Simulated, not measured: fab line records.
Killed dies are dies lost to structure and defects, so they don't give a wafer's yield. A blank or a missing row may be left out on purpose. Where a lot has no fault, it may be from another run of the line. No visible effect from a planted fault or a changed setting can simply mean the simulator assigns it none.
Chamber matching | flow n5Finfet | N5_HKMG_FIN_DESCUM_53 on rieDiel-01: 4 sister chambers
The step chemistry O2, time 7.9 s. 8 wafers are shown with their chamber, then 8 later ones without.

## WAFERS PAIRED WITH THEIR CHAMBERS
wafer  | chamber | showerheadPlenumPTorr (Torr) | drypumpMotorCurrentA (A)
L076.3 | 0       | 2.22                         | 5.3
L080.6 | 2       | 2.23                         | 6.1
L082.2 | 2       | 2.23                         | 6.0
L082.5 | 0       | 2.22                         | 5.2
L093.1 | 1       | 2.15                         | 5.9
L093.3 | 3       | 2.04                         | 5.7
L093.6 | 3       | 2.04                         | 5.7
L094.1 | 1       | 2.14                         | 5.9

## WAFERS WITH NO CHAMBER GIVEN
wafer  | showerheadPlenumPTorr (Torr) | drypumpMotorCurrentA (A)
L094.2 | 2.04                         | 5.7
L094.3 | 2.21                         | 5.3
L096.4 | 2.04                         | 5.7
L096.5 | 2.04                         | 5.7
L096.6 | 2.20                         | 5.3
L097.1 | 2.22                         | 6.1
L097.3 | 2.14                         | 5.9
L097.6 | 2.22                         | 6.1

## CHAMBER TAKEN BY EACH
wafer  | from the rows above | in truth
L094.2 | 3                   | 3
L094.3 | 0                   | 0
L096.4 | 3                   | 3
L096.5 | 3                   | 3
L096.6 | 0                   | 0
L097.1 | 2                   | 2
L097.3 | 1                   | 1
L097.6 | 2                   | 2
Correct placement for 8 of the 8. From these rows, 0 cannot be placed. Number placed wrongly: 0.
How it was worked out, from the rows above alone: a wafer's distance from a chamber is the root of the sum, over the readings, of the square of ((its reading less the chamber's mean) divided by the reading's scatter). The wafer belongs to the nearest chamber; if the next one is less than 2 further off, it can't be placed. Each chamber's mean is taken over the wafers shown for it. The scatter: take each reading less its chamber's mean, square it, sum over the shown wafers, divide by the number of wafers less the number of chambers, and take the root.
